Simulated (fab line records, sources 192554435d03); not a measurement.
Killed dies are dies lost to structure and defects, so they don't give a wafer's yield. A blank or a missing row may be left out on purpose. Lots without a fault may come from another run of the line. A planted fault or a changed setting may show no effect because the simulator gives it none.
fab line records | flow n5_finfet
record lots=24 wafers=72 last_day=21
route steps=1938 shown BEOL_M10@1502 BEOL_M11@1538 BEOL_M12@1622
lots that met no fault: from a run of the same line without faults
start_h: hours from the record's first day to the start of the lot's first wafer shown | wait_h: hours since the lot's step before | " the same as in the row above | L1.1+2: a row that stands for several wafers | - no value, or no start given | * or withheld: withheld | < > ~ a bound
route shown NAME@n: a module of which the file shows steps, and the number in the route of the first | usual: mean/standard deviation of fault-free wafers | same: alike in all rows | chamber/n: place in a boat | sites: the reading at each site | _std_site: their standard deviation | _edge_site: outer sites' mean less inner sites' | radius_mm: how far each site lies from the wafer's centre | mask NAME#n: copy n | behind: the tool/chamber that last shaped the wafer | hold: why the lot was held/for how many hours/how that ended | device: the transistor (n, p or np) that didn't switch | end of line: the same wafers' tests at the end of the route | a step without rows: its recipe alone | killed: dies lost to structure and defects at the first sort, not the wafer's yield | map: a wafer's dies, x killed, . not, _ none there
set.NAME: the setting as run; set.NAME@STEP: as run at that earlier step | model.NAME: the simulator's own value behind a step, which no gauge read
steps of the route over a sample of lots; a table a step, a row a wafer
services: from which hour (start_h, from the record's first day; less than 0 if before it) a tool's chamber was out of use, for how many hours, and why
## steps
# step N5_BEOL_M10_CD_MEAS_28
# recipe target_cd_nm=70 landing_energy_ev=500 detector=se_inlens polarity=opening
# usual cd_nm=70.0/1.1
# columns lot.wafer tool chamber start_h wait_h cd_nm
L075.1 cd_sem-02 0 283.43 - 70.1
L075.3 " 0 " " 68.1
L075.6 " 0 " " 70.0
L074.3 cd_sem-01 0 288.20 - 69.5
L074.4 " 0 " " 71.9
L074.6 " 0 " " 70.6
L076.1 cd_sem-02 0 298.41 - 68.5
L076.4 " 0 " " 68.7
L076.6 " 0 " " 70.9
L077.3 cd_sem-01 0 305.11 - 70.1
L077.5 " 0 " " 68.9
L077.6 " 0 " " 70.2
L080.2 cd_sem-01 0 313.81 - 70.8
L080.3 " 0 " " 69.0
L080.5 " 0 " " 69.7
L081.1 cd_sem-03 0 321.87 - 69.0
L081.2 " 0 " " 67.7
L081.5 " 0 " " 68.7
L079.2 cd_sem-02 0 328.32 - 71.1
L079.3 " 0 " " 70.3
L079.4 " 0 " " 70.2
L082.2 cd_sem-03 0 331.37 - 68.5
L082.5 " 0 " " 70.6
L082.6 " 0 " " 70.3
L083.2 cd_sem-02 0 334.58 - 71.2
L083.3 " 0 " " 71.6
L083.4 " 0 " " 71.4
L078.2 cd_sem-01 0 334.75 - 71.4
L078.4 " 0 " " 69.4
L078.6 " 0 " " 67.7
L085.1 cd_sem-02 0 349.54 - 70.4
L085.2 " 0 " " 70.1
L085.3 " 0 " " 69.9
L086.3 cd_sem-02 0 352.09 - 69.4
L086.4 " 0 " " 69.0
L086.5 " 0 " " 69.3
L084.2 cd_sem-02 0 362.70 - 70.3
L084.4 " 0 " " 69.5
L084.5 " 0 " " 71.9
L088.3 cd_sem-02 0 368.12 - 72.1
L088.5 " 0 " " 71.1
L088.6 " 0 " " 71.2
L089.2 cd_sem-01 0 368.36 - 69.4
L089.4 " 0 " " 68.6
L089.6 " 0 " " 68.9
L087.2 cd_sem-03 0 377.97 - 70.4
L087.3 " 0 " " 70.2
L087.5 " 0 " " 72.1
L091.1 cd_sem-02 0 378.14 - 70.9
L091.2 " 0 " " 72.7
L091.4 " 0 " " 71.6
L090.2 cd_sem-03 0 398.24 - 71.6
L090.4 " 0 " " 71.4
L090.5 " 0 " " 71.3
L093.1 cd_sem-03 0 404.32 - 69.7
L093.5 " 0 " " 71.6
L093.6 " 0 " " 70.6
L094.2 cd_sem-03 0 407.22 - 69.9
L094.3 " 0 " " 71.2
L094.4 " 0 " " 71.4
L092.1 cd_sem-01 0 412.69 - 68.8
L092.4 " 0 " " 68.6
L092.6 " 0 " " 70.6
L097.1 cd_sem-02 0 425.83 - 70.4
L097.2 " 0 " " 70.2
L097.4 " 0 " " 70.1
L096.2 cd_sem-02 0 426.53 - 68.4
L096.3 " 0 " " 68.8
L096.4 " 0 " " 68.8
L095.2 cd_sem-03 0 457.06 - 70.6
L095.3 " 0 " " 69.3
L095.5 " 0 " " 69.9
# step N5_BEOL_M10_INSPECT_58
# recipe inspect_instrument=darkfield mode=post_dep
# usual raw_defect_count=73/27
# columns lot.wafer tool chamber start_h wait_h raw_defect_count
L075.1 defect_inspect-02 - 288.56 0.0 78
L075.3 " - " " 81
L075.6 " - " " 77
L074.3 defect_inspect-02 - 293.05 0.0 43
L074.4 " - " " 64
L074.6 " - " " 50
L076.1 defect_inspect-01 - 302.41 0.0 53
L076.4 " - " " 61
L076.6 " - " " 60
L077.3 defect_inspect-01 - 308.31 0.0 84
L077.5 " - " " 77
L077.6 " - " " 52
L080.2 defect_inspect-01 - 318.57 0.0 66
L080.3 " - " " 66
L080.5 " - " " 67
L081.1 defect_inspect-02 - 325.12 0.0 176
L081.2 " - " " 135
L081.5 " - " " 81
L079.2 defect_inspect-01 - 331.93 0.0 43
L079.3 " - " " 66
L079.4 " - " " 66
L082.2 defect_inspect-01 - 336.62 0.0 65
L082.5 " - " " 52
L082.6 " - " " 93
L083.2 defect_inspect-02 - 337.94 0.0 64
L083.3 " - " " 127
L083.4 " - " " 38
L078.2 defect_inspect-01 - 341.15 0.0 97
L078.4 " - " " 93
L078.6 " - " " 97
L085.1 defect_inspect-01 - 353.61 0.0 49
L085.2 " - " " 61
L085.3 " - " " 59
L086.3 defect_inspect-02 - 355.47 0.0 168
L086.4 " - " " 100
L086.5 " - " " 121
L084.2 defect_inspect-01 - 366.51 0.0 63
L084.4 " - " " 32
L084.5 " - " " 86
L088.3 defect_inspect-02 - 371.67 0.0 88
L088.5 " - " " 74
L088.6 " - " " 84
L089.2 defect_inspect-02 - 372.37 0.0 105
L089.4 " - " " 145
L089.6 " - " " 107
L087.2 defect_inspect-02 - 381.76 0.0 48
L087.3 " - " " 56
L087.5 " - " " 68
L091.1 defect_inspect-01 - 382.06 0.0 58
L091.2 " - " " 104
L091.4 " - " " 52
L090.2 defect_inspect-02 - 403.88 0.0 40
L090.4 " - " " 78
L090.5 " - " " 35
L093.1 defect_inspect-02 - 408.84 0.0 52
L093.5 " - " " 99
L093.6 " - " " 53
L094.2 defect_inspect-01 - 411.62 0.0 42
L094.3 " - " " 48
L094.4 " - " " 34
L092.1 defect_inspect-01 - 416.43 0.0 53
L092.4 " - " " 73
L092.6 " - " " 87
L097.1 defect_inspect-02 - 428.56 0.0 100
L097.2 " - " " 48
L097.4 " - " " 52
L096.2 defect_inspect-02 - 429.63 0.0 68
L096.3 " - " " 50
L096.4 " - " " 66
L095.2 defect_inspect-01 - 461.39 0.0 86
L095.3 " - " " 67
L095.5 " - " " 119
# step N5_BEOL_M11_THK_MEAS_01
# recipe reads=SiCOH_lowk_of_BEOL_M11_ILD_DEP_00
# usual M11_ILD_THK=267/3.6
# columns lot.wafer tool chamber start_h wait_h M11_ILD_THK[nm]
L075.1 film_metro-01 - 289.20 0.4 273
L075.3 " - " " 269
L075.6 " - " " 275
L074.3 film_metro-02 - 293.67 0.3 261
L074.4 " - " " 272
L074.6 " - " " 271
L076.1 film_metro-02 - 303.03 0.4 261
L076.4 " - " " 267
L076.6 " - " " 267
L077.3 film_metro-02 - 309.43 0.5 263
L077.5 " - " " 260
L077.6 " - " " 269
L080.2 film_metro-02 - 319.21 0.4 265
L080.3 " - " " 266
L080.5 " - " " 271
L081.1 film_metro-01 - 325.75 0.4 267
L081.2 " - " " 270
L081.5 " - " " 270
L079.2 film_metro-01 - 332.55 0.4 269
L079.3 " - " " 266
L079.4 " - " " 269
L082.2 film_metro-02 - 337.25 0.4 265
L082.5 " - " " 266
L082.6 " - " " 271
L083.2 film_metro-01 - 338.57 0.4 267
L083.3 " - " " 265
L083.4 " - " " 271
L078.2 film_metro-02 - 341.77 0.4 264
L078.4 " - " " 262
L078.6 " - " " 268
L085.1 film_metro-01 - 354.24 0.4 261
L085.2 " - " " 261
L085.3 " - " " 260
L086.3 film_metro-01 - 356.12 0.3 266
L086.4 " - " " 265
L086.5 " - " " 271
L084.2 film_metro-02 - 367.13 0.4 267
L084.4 " - " " 272
L084.5 " - " " 267
L088.3 film_metro-01 - 372.33 0.3 269
L088.5 " - " " 273
L088.6 " - " " 269
L089.2 film_metro-02 - 373.03 0.4 269
L089.4 " - " " 267
L089.6 " - " " 265
L087.2 film_metro-01 - 382.39 0.4 265
L087.3 " - " " 261
L087.5 " - " " 268
L091.1 film_metro-01 - 382.87 0.4 262
L091.2 " - " " 262
L091.4 " - " " 267
L090.2 film_metro-02 - 404.51 0.4 262
L090.4 " - " " 267
L090.5 " - " " 266
L093.1 film_metro-02 - 409.50 0.4 270
L093.5 " - " " 269
L093.6 " - " " 273
L094.2 film_metro-01 - 412.42 0.4 265
L094.3 " - " " 269
L094.4 " - " " 270
L092.1 film_metro-01 - 417.41 0.4 264
L092.4 " - " " 269
L092.6 " - " " 272
L097.1 film_metro-01 - 429.19 0.4 263
L097.2 " - " " 262
L097.4 " - " " 268
L096.2 film_metro-02 - 430.25 0.4 264
L096.3 " - " " 263
L096.4 " - " " 270
L095.2 film_metro-02 - 462.02 0.4 264
L095.3 " - " " 264
L095.5 " - " " 271
# step N5_BEOL_M11_ETCH_66
# recipe chemistry=N2/H2 target=SOC target_depth_a=1200 overetch_a=240 mask_material=SiARC temp_c=40 time_s=180 ion_energy_ev=200 pressure_mtorr=30 source_w=840 bias_w=150 n2_flow_sccm=200 h2_flow_sccm=200
# usual drypump_motor_current_A=5.7/0.38 oes_product_au=0.66/0.064 rf_vpp_V=524.1/2.7 showerhead_plenum_p_Torr=2.55/0.097 throttle_valve_pct=17.68/0.24
# columns lot.wafer tool chamber start_h wait_h drypump_motor_current_A oes_product_au rf_hours_counter_h rf_vpp_V showerhead_plenum_p_Torr throttle_valve_pct
L075.1 rie_diel-06 0 291.37 0.0 6.3 0.62 121 523.6 2.52 17.38
L075.3 " 3 " " 5.4 0.69 61 522.2 2.45 17.52
L075.6 " 0 " " 6.2 0.62 - 523.0 2.52 17.39
L074.3 rie_diel-06 1 298.59 0.0 5.5 0.82 1 525.9 2.59 17.31
L074.4 " 3 " " 5.4 0.68 64 520.8 2.45 17.53
L074.6 " 1 " " 5.5 0.82 - 526.1 2.59 17.29
L076.1 rie_diel-06 3 305.65 0.0 5.4 0.68 66 522.3 2.45 17.53
L076.4 " 1 " " 5.5 0.80 3 525.6 2.59 17.30
L076.6 " 3 " " 5.4 0.68 - 521.0 2.45 17.52
L077.3 rie_diel-03 2 313.85 0.0 6.3 0.66 98 526.7 2.69 17.84
L077.5 " 2 " " 6.2 0.67 - 526.9 2.69 17.83
L077.6 " 1 " " 5.8 0.80 - 525.0 2.59 17.91
L080.2 rie_diel-02 3 325.55 0.0 5.9 0.58 213 526.2 2.62 17.89
L080.3 " 1 " " 5.4 0.60 167 521.1 2.45 17.77
L080.5 " 1 " " 5.4 0.60 - 521.8 2.45 17.76
L081.1 rie_diel-06 2 328.54 0.0 5.2 0.67 67 524.8 2.58 17.51
L081.2 " 3 " " 5.4 0.67 73 521.5 2.45 17.54
L081.5 " 0 " " 6.2 0.62 - 524.3 2.52 17.41
L079.2 rie_diel-02 1 336.91 0.0 5.4 0.60 171 521.7 2.45 17.78
L079.3 " 3 " " 5.9 0.58 216 525.9 2.62 17.86
L079.4 " 0 " " 5.8 0.74 28 521.4 2.51 18.01
L083.2 rie_diel-03 2 341.50 0.0 6.2 0.66 106 524.4 2.69 17.86
L083.3 " 0 " " 6.2 0.61 163 522.4 2.54 17.48
L083.4 " 3 " " 5.2 0.68 - 528.0 2.70 17.89
L082.2 rie_diel-06 2 341.58 0.0 5.2 0.66 71 526.1 2.58 17.51
L082.5 " 2 " " 5.2 0.67 - 525.9 2.58 17.51
L082.6 " 3 " " 5.4 0.66 - 520.5 2.45 17.55
L078.2 rie_diel-03 2 345.66 0.0 6.3 0.65 108 528.4 2.69 17.87
L078.4 " 3 " " 5.2 0.68 - 528.4 2.69 17.90
L078.6 " 0 " " 6.2 0.61 - 523.5 2.54 17.49
L085.1 rie_diel-03 1 356.50 0.0 5.8 0.77 11 526.7 2.58 17.92
L085.2 " 3 " " 5.2 0.67 83 527.0 2.69 17.90
L085.3 " 2 " " 6.3 0.65 112 527.1 2.69 17.87
L086.3 rie_diel-03 2 363.07 0.0 6.3 0.64 114 528.3 2.69 17.86
L086.4 " 0 " " 6.2 0.61 168 523.1 2.54 17.50
L086.5 " 0 " " 6.2 0.61 - 523.0 2.54 17.47
L084.2 rie_diel-06 2 370.45 0.0 5.2 0.65 79 524.6 2.58 17.53
L084.4 " 0 " " 6.2 0.60 145 523.9 2.51 17.42
L084.5 " 2 " " 5.2 0.66 - 524.7 2.58 17.52
L089.2 rie_diel-06 1 378.29 0.0 5.5 0.76 23 525.5 2.58 17.35
L089.4 " 0 " " 6.3 0.60 147 522.8 2.51 17.44
L089.6 " 0 " " 6.2 0.60 - 524.3 2.51 17.44
L088.3 rie_diel-06 2 378.76 0.0 5.2 0.66 81 524.8 2.58 17.52
L088.5 " 3 " " 5.4 0.66 - 521.4 2.44 17.58
L088.6 " 0 " " 6.2 0.60 - 525.0 2.51 17.41
L087.2 rie_diel-06 0 387.30 0.0 6.3 0.60 149 524.7 2.51 17.43
L087.3 " 2 " " 5.2 0.65 83 525.7 2.58 17.55
L087.5 " 2 " " 5.2 0.65 - 524.6 2.58 17.53
L091.1 rie_diel-03 2 390.08 0.0 6.2 0.64 123 527.1 2.68 17.89
L091.2 " 1 " " 5.7 0.75 21 524.9 2.58 17.93
L091.4 " 0 " " 6.2 0.60 176 523.6 2.53 17.49
L090.2 rie_diel-02 0 407.39 0.0 5.8 0.71 49 524.5 2.51 18.06
L090.4 " 0 " " 5.8 0.72 - 522.3 2.51 18.07
L090.5 " 2 " " 5.7 0.58 - 517.6 2.29 17.75
L093.1 rie_diel-02 1 414.64 0.0 5.5 0.58 195 521.3 2.44 17.81
L093.5 " 0 " " 5.8 0.71 - 522.4 2.51 18.07
L093.6 " 3 " " 5.9 0.57 - 525.8 2.61 17.91
L094.2 rie_diel-02 1 418.68 0.0 5.4 0.59 197 520.0 2.44 17.82
L094.3 " 0 " " 5.8 0.71 53 521.4 2.50 18.07
L094.4 " 3 " " 5.9 0.56 243 524.6 2.61 17.92
L092.1 rie_diel-03 0 422.45 0.0 6.2 0.59 187 523.6 2.53 17.51
L092.4 " 3 " " 5.2 0.65 105 526.6 2.68 17.93
L092.6 " 2 " " 6.3 0.64 - 528.0 2.68 17.93
L097.1 rie_diel-02 0 432.16 0.0 5.8 0.70 59 522.3 2.50 18.09
L097.2 " 2 " " 5.7 0.58 214 516.7 2.29 17.79
L097.4 " 3 " " 5.9 0.56 249 525.1 2.60 17.94
L096.2 rie_diel-06 3 432.93 0.0 5.4 0.64 100 520.2 2.44 17.60
L096.3 " 1 " " 5.5 0.73 33 525.2 2.58 17.37
L096.4 " 0 " " 6.2 0.59 158 523.5 2.51 17.45
L095.2 rie_diel-03 2 466.12 0.0 6.3 0.62 153 526.5 2.67 17.94
L095.3 " 1 " " 5.8 0.71 42 525.6 2.57 17.96
L095.5 " 0 " " 6.2 0.58 - 523.9 2.52 17.56
# step N5_BEOL_M12_CD_MEAS_17
# recipe target_cd_nm=140 polarity=opening
# usual cd_nm=142.1/2.5
# columns lot.wafer tool chamber start_h wait_h cd_nm
L075.1 cd_sem-02 - 295.07 0.0 141.5
L075.3 " - " " 141.7
L075.6 " - " " 143.1
L074.3 cd_sem-03 - 303.67 0.0 138.4
L074.4 " - " " 142.4
L074.6 " - " " 138.3
L076.1 cd_sem-03 - 311.00 0.0 145.7
L076.4 " - " " 145.0
L076.6 " - " " 147.7
L077.3 cd_sem-03 - 317.63 0.0 143.7
L077.5 " - " " 145.0
L077.6 " - " " 142.8
L080.2 cd_sem-03 - 329.97 0.0 141.2
L080.3 " - " " 141.2
L080.5 " - " " 141.0
L081.1 cd_sem-01 - 333.01 0.0 142.9
L081.2 " - " " 142.2
L081.5 " - " " 142.9
L079.2 cd_sem-03 - 343.64 0.0 138.5
L079.3 " - " " 140.9
L079.4 " - " " 142.8
L083.2 cd_sem-03 - 346.14 0.0 142.1
L083.3 " - " " 141.3
L083.4 " - " " 141.6
L082.2 cd_sem-02 - 347.80 0.0 139.7
L082.5 " - " " 138.9
L082.6 " - " " 141.0
L078.2 cd_sem-01 - 349.82 0.0 144.7
L078.4 " - " " 142.8
L078.6 " - " " 146.7
L085.1 cd_sem-01 - 360.36 0.0 135.4
L085.2 " - " " 141.0
L085.3 " - " " 141.3
L086.3 cd_sem-01 - 367.51 0.0 142.1
L086.4 " - " " 141.3
L086.5 " - " " 139.8
L084.2 cd_sem-01 - 376.75 0.0 145.6
L084.4 " - " " 142.3
L084.5 " - " " 145.9
L089.2 cd_sem-03 - 382.90 0.0 143.9
L089.4 " - " " 141.4
L089.6 " - " " 140.8
L088.3 cd_sem-01 - 383.65 0.0 140.3
L088.5 " - " " 143.8
L088.6 " - " " 140.6
L087.2 cd_sem-01 - 392.83 0.0 146.1
L087.3 " - " " 141.4
L087.5 " - " " 143.8
L091.1 cd_sem-01 - 394.24 0.0 140.6
L091.2 " - " " 140.6
L091.4 " - " " 140.6
L090.2 cd_sem-03 - 412.25 0.0 142.6
L090.4 " - " " 148.2
L090.5 " - " " 144.5
L093.1 cd_sem-01 - 419.07 0.0 142.8
L093.5 " - " " 146.0
L093.6 " - " " 145.6
L094.2 cd_sem-01 - 423.91 0.0 142.1
L094.3 " - " " 141.1
L094.4 " - " " 140.0
L092.1 cd_sem-02 - 427.87 0.0 141.6
L092.4 " - " " 143.2
L092.6 " - " " 138.8
L097.1 cd_sem-02 - 437.56 0.0 140.7
L097.2 " - " " 141.0
L097.4 " - " " 140.4
L096.2 cd_sem-01 - 438.84 0.0 141.8
L096.3 " - " " 147.3
L096.4 " - " " 142.7
L095.2 cd_sem-01 - 471.58 0.0 143.3
L095.3 " - " " 137.8
L095.5 " - " " 142.2
# step N5_BEOL_M12_CD_MEAS_28
# recipe target_cd_nm=160.2 landing_energy_ev=500 detector=se_inlens polarity=opening
# usual cd_nm=160.8/2
# columns lot.wafer tool chamber start_h wait_h cd_nm
L075.1 cd_sem-02 0 295.52 - 161.0
L075.3 " 0 " " 160.1
L075.6 " 0 " " 161.5
L074.3 cd_sem-03 0 304.12 - 160.9
L074.4 " 0 " " 159.8
L074.6 " 0 " " 161.8
L076.1 cd_sem-03 0 311.33 - 160.9
L076.4 " 0 " " 159.1
L076.6 " 0 " " 160.7
L077.3 cd_sem-02 0 318.08 - 155.7
L077.5 " 0 " " 161.5
L077.6 " 0 " " 159.6
L080.2 cd_sem-02 0 330.42 - 159.0
L080.3 " 0 " " 159.1
L080.5 " 0 " " 160.1
L081.1 cd_sem-01 0 333.34 - 160.8
L081.2 " 0 " " 158.0
L081.5 " 0 " " 159.9
L079.2 cd_sem-03 0 344.09 - 163.8
L079.3 " 0 " " 163.2
L079.4 " 0 " " 163.5
L083.2 cd_sem-01 0 346.59 - 160.8
L083.3 " 0 " " 161.2
L083.4 " 0 " " 164.0
L082.2 cd_sem-03 0 348.25 - 160.5
L082.5 " 0 " " 161.7
L082.6 " 0 " " 162.8
L078.2 cd_sem-02 0 350.15 - 161.8
L078.4 " 0 " " 161.0
L078.6 " 0 " " 159.2
L085.1 cd_sem-03 0 360.82 - 160.6
L085.2 " 0 " " 162.4
L085.3 " 0 " " 162.2
L086.3 cd_sem-01 0 367.83 - 162.0
L086.4 " 0 " " 161.6
L086.5 " 0 " " 160.4
L084.2 cd_sem-01 0 377.07 - 158.4
L084.4 " 0 " " 158.7
L084.5 " 0 " " 160.6
L089.2 cd_sem-03 0 383.22 - 158.6
L089.4 " 0 " " 158.7
L089.6 " 0 " " 159.4
L088.3 cd_sem-02 0 384.10 - 161.8
L088.5 " 0 " " 162.7
L088.6 " 0 " " 161.4
L087.2 cd_sem-01 0 393.30 - 162.4
L087.3 " 0 " " 166.2
L087.5 " 0 " " 165.0
L091.1 cd_sem-01 0 394.69 - 162.8
L091.2 " 0 " " 164.1
L091.4 " 0 " " 162.2
L090.2 cd_sem-02 0 412.71 - 158.2
L090.4 " 0 " " 159.1
L090.5 " 0 " " 157.7
L093.1 cd_sem-03 0 419.53 - 161.5
L093.5 " 0 " " 160.1
L093.6 " 0 " " 162.5
L094.2 cd_sem-01 0 424.24 - 163.3
L094.3 " 0 " " 160.6
L094.4 " 0 " " 160.6
L092.1 cd_sem-02 0 428.32 - 161.2
L092.4 " 0 " " 159.0
L092.6 " 0 " " 162.4
L097.1 cd_sem-03 0 438.01 - 162.9
L097.2 " 0 " " 161.6
L097.4 " 0 " " 160.6
L096.2 cd_sem-02 0 439.29 - 156.5
L096.3 " 0 " " 156.8
L096.4 " 0 " " 156.6
L095.2 cd_sem-02 0 472.03 - 159.4
L095.3 " 0 " " 159.4
L095.5 " 0 " " 160.7
## services
# columns tool chamber start_h hours kind
rie_diel-06 1 270.24 - clean
rie_diel-06 1 270.24 - consumable_replace:focus_ring
rie_diel-06 1 270.24 24.8 scheduled_down
rie_diel-06 1 270.24 24.8 vent_cycle
rie_diel-03 1 291.62 - clean
rie_diel-03 1 291.62 - consumable_replace:focus_ring
rie_diel-03 1 291.62 13.8 scheduled_down
rie_diel-03 1 291.62 13.8 vent_cycle
rie_diel-03 1 329.37 6.6 repair
rie_diel-03 1 340.94 8.2 repair
rie_diel-03 0 353.27 4.3 repair
rie_diel-02 0 384.42 8.9 repair
rie_diel-02 1 402.36 6.6 repair
rie_diel-02 2 408.53 8.2 repair
rie_diel-06 - 416.45 15.6 pm
rie_diel-03 1 423.86 10.7 repair
rie_diel-02 3 433.54 - clean
rie_diel-02 3 433.54 - consumable_replace:focus_ring
rie_diel-02 3 433.54 21.6 scheduled_down
rie_diel-02 3 433.54 21.6 vent_cycle
rie_diel-03 2 433.58 1.2 repair
## key
fault none
